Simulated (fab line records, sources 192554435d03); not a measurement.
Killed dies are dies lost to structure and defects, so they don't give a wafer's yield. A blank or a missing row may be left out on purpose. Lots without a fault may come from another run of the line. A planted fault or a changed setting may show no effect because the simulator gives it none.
Chamber matching | flow n5_finfet | N5_BEOL_M4_STRIP_36 on rie_diel-05: 4 sister chambers
The step strips in N2/H2. 14 wafers are shown with their chamber, then 7 later ones without.

WAFERS WITH THEIR CHAMBER
wafer  | chamber | showerhead_plenum_p_Torr (Torr) | drypump_motor_current_A (A) | throttle_valve_pct (%)
L074.2 | 2       | 2.63                            | 6.6                         | 24.04
L074.3 | 3       | 2.71                            | 5.2                         | 23.54
L074.6 | 2       | 2.63                            | 6.6                         | 24.06
L076.2 | 1       | 2.48                            | 5.7                         | 23.77
L076.5 | 0       | 2.49                            | 5.7                         | 23.66
L076.6 | 3       | 2.71                            | 5.2                         | 23.54
L077.2 | 3       | 2.71                            | 5.2                         | 23.54
L077.3 | 1       | 2.48                            | 5.7                         | 23.78
L077.6 | 0       | 2.49                            | 5.8                         | 23.69
L080.1 | 1       | 2.47                            | 5.6                         | 23.79
L080.4 | 2       | 2.63                            | 6.5                         | 24.07
L080.5 | 1       | 2.47                            | 5.6                         | 23.77
L090.1 | 2       | 2.62                            | 6.5                         | 23.79
L090.3 | 0       | 2.47                            | 5.7                         | 23.71

SIGNATURES (means of the wafers above)
reading                  | chamber 0 | chamber 1 | chamber 2 | chamber 3 | scatter within a chamber
showerhead_plenum_p_Torr | 2.4833    | 2.4750    | 2.6275    | 2.7100    | 0.00665
drypump_motor_current_A  | 5.733     | 5.650     | 6.550     | 5.200     | 0.0516
throttle_valve_pct       | 23.6867   | 23.7775   | 23.9900   | 23.5400   | 0.0744
Rule: a wafer's distance from a chamber is the root of the sum, over the readings, of the square of ((its reading less the chamber's mean) divided by the reading's scatter). The wafer belongs to the nearest chamber; if the next one is less than 2 further off, it can't be placed. The scatter: the root of (the sum of the squares of (reading less its chamber's mean) over the shown wafers, divided by (wafers less chambers)).

WAFERS WITHOUT THEIR CHAMBER
wafer  | showerhead_plenum_p_Torr (Torr) | drypump_motor_current_A (A) | throttle_valve_pct (%)
L090.5 | 2.46                            | 5.6                         | 23.80
L091.3 | 2.46                            | 5.6                         | 23.79
L091.5 | 2.46                            | 5.6                         | 23.80
L091.6 | 2.62                            | 6.5                         | 23.76
L094.3 | 2.62                            | 6.5                         | 23.79
L094.5 | 2.46                            | 5.7                         | 23.82
L094.6 | 2.62                            | 6.5                         | 23.76

WHICH CHAMBER EACH WENT THROUGH
wafer  | from the rows above     | in truth
L090.5 | 1                       | 1
L091.3 | 1                       | 1
L091.5 | 1                       | 1
L091.6 | 2                       | 2
L094.3 | 2                       | 2
L094.5 | can't be placed: 1 or 0 | 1
L094.6 | 2                       | 2
Placed correctly: 6 of 7. Can't be placed from these rows: 1 (the true chamber is among the candidates in 1). Placed wrongly: 0.
